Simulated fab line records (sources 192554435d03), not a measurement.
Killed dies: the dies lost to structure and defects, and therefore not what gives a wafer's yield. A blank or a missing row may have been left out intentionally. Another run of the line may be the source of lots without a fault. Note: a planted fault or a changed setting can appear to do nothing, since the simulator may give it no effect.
One fault seen from 3 desks || flow n5_finfet || each desk holds nothing but its own numbers, with what lay behind them at the end

== THE DEFECT DESK ==
Per lot, the means of the sampled wafers with a number show what the inspections along the route counted. Any lot whose mean is over 4 standard deviations away from the usual mean is out of limits and marked OUT; that distance is given in the brackets.
Columns: A = raw_defect_count at N5_HKMG_FIN_INSPECT_14, usual 2.0
{"lot": "L104", "first seen here": "day 5 03:47", "A": 1.5}
{"lot": "L110", "first seen here": "day 6 20:05", "A": 2.7}
{"lot": "L111", "first seen here": "day 6 21:37", "A": 0.7}
{"lot": "L117", "first seen here": "day 8 11:13", "A": 2.7}
{"lot": "L120", "first seen here": "day 9 06:26", "A": 1.3}
{"lot": "L123", "first seen here": "day 9 22:01", "A": 3.3}
Finding of this desk: none of the 6 lots has anything out of limits.

== AT THE METROLOGY DESK ==
Means of the sampled wafers that have a number, per lot and without regard to the tool the lot ran on: this is what the gauges read. Any lot whose mean is over 4 standard deviations away from the usual mean is out of limits and marked OUT; that distance is given in the brackets. It has 12 readings; the 7 that lie furthest out on some lot are the ones shown.
Columns: A = cd_nm at N5_HKMG_FIN_CD_MEAS_12, usual 92.6 nm; B = NWFM_OVL at N5_HKMG_FIN_OVL_MEAS_13, usual 0.3 nm; C = DIBL_N at N5_BEOL_M4_RC_MEAS_101, usual 36.4 mV/V; D = DIBL_P at N5_BEOL_M4_RC_MEAS_101, usual 35.8 mV/V; E = IOFF_P at N5_BEOL_M4_RC_MEAS_101, usual 0.21 nA/um; F = SS_P at N5_BEOL_M4_RC_MEAS_101, usual 73.4 mV/dec; G = VT_P at N5_BEOL_M4_RC_MEAS_101, usual -250 mV
{"lot": "L104", "first seen here": "day 5 03:44", "A": 92.3, "B": 0.2, "C": 37.6, "D": 38.0, "E": 0.21, "F": 74.2, "G": -252}
{"lot": "L110", "first seen here": "day 6 20:02", "A": 91.5, "B": -0.1, "C": 36.2, "D": 35.1, "E": 0.20, "F": 73.3, "G": -252}
{"lot": "L111", "first seen here": "day 6 21:33", "A": 92.5, "B": 0.0, "C": 38.9, "D": 36.4, "E": 0.25, "F": 73.5, "G": -247}
{"lot": "L117", "first seen here": "day 8 11:10", "A": 92.6, "B": -0.9, "C": 37.1, "D": 37.8, "E": 0.27, "F": 74.0, "G": -246}
{"lot": "L120", "first seen here": "day 9 06:23", "A": 92.4, "B": 0.2, "C": 37.8, "D": 36.8, "E": 0.22, "F": 73.5, "G": -250}
{"lot": "L123", "first seen here": "day 9 21:58", "A": 92.5, "B": 0.8, "C": 32.5, "D": 32.4, "E": 0.17, "F": 72.4, "G": -252}
Finding of this desk: none of the 6 lots has anything out of limits.

== TOOL OWNER'S DESK, rie_diel-03 ==
The tool's own readings at N5_HKMG_FIN_ETCH_32 (etches SOC in N2/H2, target depth 240 nm, time 300 s): means of the sampled wafers that have a number, for each lot that ran on this tool. Any lot whose mean is over 4 standard deviations away from the usual mean is out of limits and marked OUT; that distance is given in the brackets.
Columns: A = drypump_motor_current_A at N5_HKMG_FIN_ETCH_32, usual 5.5 A; B = oes_product_au at N5_HKMG_FIN_ETCH_32, usual 0.84 a.u.; C = rf_fwd_power_W at N5_HKMG_FIN_ETCH_32, usual 838.1 W; D = rf_vpp_V at N5_HKMG_FIN_ETCH_32, usual 523.8 V; E = showerhead_plenum_p_Torr at N5_HKMG_FIN_ETCH_32, usual 2.54 Torr; F = throttle_valve_pct at N5_HKMG_FIN_ETCH_32, usual 17.84 %
{"lot": "L104", "first seen here": "day 5 03:54", "A": 5.2, "B": 0.78, "C": 840.9, "D": 521.2, "E": 2.45, "F": 18.13}
{"lot": "L110", "first seen here": "day 6 20:13", "A": 5.0, "B": 0.58, "C": "334.0 (-99 or more) OUT", "D": "702.0 (+81) OUT", "E": 2.50, "F": 17.99}
{"lot": "L111", "first seen here": "day 6 21:44", "A": 5.1, "B": 0.59, "C": "335.3 (-99 or more) OUT", "D": "701.0 (+81) OUT", "E": 2.49, "F": 17.79}
Finding of this desk: L110, L111 out of limits; the first was L110 at day 6 20:13, on rf_fwd_power_W at N5_HKMG_FIN_ETCH_32. In limits: L104.

== ALL TOGETHER ==
At day 6 20:13, on L110, L111, the tool owner's desk was in a position to raise an alarm.
No out-of-limits result turned up at the defect desk.
Metrology desk: nothing out of limits seen.
The defect desk has L110, L111 on record, within its limits.
The metrology desk has L110, L111 on record, within its limits.
The lots listed all ran N5_HKMG_FIN_ETCH_32 on rie_diel-03.

== WHAT THE SIMULATOR HAD INSERTED ==
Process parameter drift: rie_diel-03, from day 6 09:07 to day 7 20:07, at N5_HKMG_FIN_ETCH_32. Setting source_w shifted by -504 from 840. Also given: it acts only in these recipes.
Shown lots that were struck: L110, L111.
How many hours passed from the start of the fault until each desk's first out-of-limits reading: the tool owner's desk, 11.
